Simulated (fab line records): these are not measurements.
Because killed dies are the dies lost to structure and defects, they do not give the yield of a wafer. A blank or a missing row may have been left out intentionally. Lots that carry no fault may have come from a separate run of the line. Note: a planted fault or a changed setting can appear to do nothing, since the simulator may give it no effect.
Split-lot experiment ; flow n5 finfet ; on a route of 1938 steps: 7 lots, 39 wafers read

== SPLIT DETAILS ==
At N5_BEOL_M5_HM_DEP_02 (deposits TiN, target thk 20 nm), the setting target thk a was moved away from the recipe's 200 angstrom on 12 of the 39 wafers read, by -41.6% to +40.1%. This setting was run at the recipe's value on the other wafers.

== FROM THE SPLIT TO THE READING: what the file shows between them, 4 steps ==
- N5_BEOL_M5_COAT_59: time 60 s, resist thk 60 nm
- N5_BEOL_M5_COAT_60: time 60 s, resist thk 12 nm
- N5_BEOL_M5_STRIP_73: strips in N2/H2
- N5_BEOL_M5_STRIP_64: strips in CF4

== THE READING ==
etch.depth nm (the simulator's own value, which no gauge read), in nm, at N5_BEOL_M5_HM_OPEN_17 (chemistry Cl2/BCl3, target TiN, target depth 20 nm, overetch 6 nm). There is no usual value for it anywhere in the file. The 27 wafers here that ran the recipe average 20.04 nm, standard deviation 0.19 nm.

wafer;tool, chamber at the split;target thk a as run, angstrom;against the recipe;etch.depth nm, nm;against lot-mates on the recipe
L076.1;pvd sputter-01, -;116.7;-41.6%;11.77;-8.50
L076.2;pvd sputter-01, -;200;recipe;20.19;-
L076.3;pvd sputter-01, -;200;recipe;20.31;-
L076.4;pvd sputter-01, -;200;recipe;20.3;-
L076.5;pvd sputter-01, -;116.7;-41.6%;11.95;-8.32
L076.6;pvd sputter-01, -;116.7;-41.6%;12.08;-8.19
L079.1;pvd sputter-03, -;200;recipe;19.83;-
L079.2;pvd sputter-03, -;277.8;+38.9%;26.38;+6.58
L079.3;pvd sputter-03, -;277.8;+38.9%;25.95;+6.15
L079.4;pvd sputter-03, -;200;recipe;19.78;-
L079.5;pvd sputter-03, -;200;recipe;19.79;-
L079.6;pvd sputter-03, -;277.8;+38.9%;26.63;+6.83
L083.2;pvd sputter-01, -;200;recipe;20.37;-
L083.5;pvd sputter-01, -;200;recipe;20.34;-
L083.6;pvd sputter-01, -;200;recipe;20.26;-
L088.1;pvd sputter-01, -;200;recipe;20.22;-
L088.2;pvd sputter-01, -;200;recipe;20.28;-
L088.3;pvd sputter-01, -;120.1;-40.0%;11.98;-8.22
L088.4;pvd sputter-01, -;120.1;-40.0%;11.98;-8.22
L088.5;pvd sputter-01, -;120.1;-40.0%;12.01;-8.19
L088.6;pvd sputter-01, -;200;recipe;20.09;-
L092.1;pvd sputter-02, -;200;recipe;20.03;-
L092.2;pvd sputter-02, -;200;recipe;19.94;-
L092.3;pvd sputter-02, -;200;recipe;20.08;-
L092.4;pvd sputter-02, -;200;recipe;19.96;-
L092.5;pvd sputter-02, -;200;recipe;20.17;-
L092.6;pvd sputter-02, -;200;recipe;20.04;-
L095.1;pvd sputter-03, -;200;recipe;20.2;-
L095.2;pvd sputter-03, -;280.3;+40.1%;26.11;+6.17
L095.3;pvd sputter-03, -;280.3;+40.1%;25.9;+5.96
L095.4;pvd sputter-03, -;200;recipe;19.83;-
L095.5;pvd sputter-03, -;280.3;+40.1%;26;+6.06
L095.6;pvd sputter-03, -;200;recipe;19.8;-
L097.1;pvd sputter-03, -;200;recipe;19.78;-
L097.2;pvd sputter-03, -;200;recipe;19.9;-
L097.3;pvd sputter-03, -;200;recipe;20;-
L097.4;pvd sputter-03, -;200;recipe;19.84;-
L097.5;pvd sputter-03, -;200;recipe;19.86;-
L097.6;pvd sputter-03, -;200;recipe;20.02;-

THE FIT
A straight line over all 39 wafers: etch.depth nm changes by +0.177 nm for each +1% of target thk a; r = +0.99; the points scatter about the line by 0.47 nm.
The same after taking each lot's own level away (the mean of its wafers on the recipe; 39 wafers): +0.181 nm for each +1%; r = +0.99; scatter 0.45 nm.
On that fit, the largest move of target thk a shifts the reading by 7.6 nm.
The span of the lots' own levels, 19.800 to 20.323 nm, comes to 2.7 times the standard deviation stated above.
So the lot-to-lot level changes the slope little: the two slopes agree.
Check: with one of the wafers moved furthest among these (-41.6%) left out of the fit, the line predicts -7.74 nm for it against its lot-mates. It came out at -8.5 nm against them.

== THESE WAFERS: OTHER SPLITS ==
Note: prior to the reading, these wafers also went through further splits. Each is held against what the fit with the lots' levels taken away leaves over:
other split on the same wafers;wafers away from the commonest value;r with etch.depth nm (lot level and that fit taken away)
N5_BEOL_M0_SAQP_SPACER2_ALD_26 target thk a;9;-0.12
N5_BEOL_M2_ILD_DEP_00 time s;15;-0.35

== THE WHOLE CHAIN: every reading that the file lists as answering this split, in the file's order ==
step;what it does;reading;change (the file's fit);r (the file's)
N5_BEOL_M5_HM_DEP_02;deposits TiN, target thk 20 nm;TiN_of_BEOL_M5_HM_DEP_02.thk nm (the simulator's own value, which no gauge read);+0.201 nm for each +1% of the setting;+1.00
N5_BEOL_M5_HM_OPEN_17;chemistry Cl2/BCl3, target TiN, target depth 20 nm, overetch 6 nm;etch.depth nm (the simulator's own value, which no gauge read);+0.182 nm for each +1% of the setting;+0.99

== FILE'S OWN FIT ==
etch.depth nm changes by +0.182 nm for each +1% of target thk a, r = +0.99.
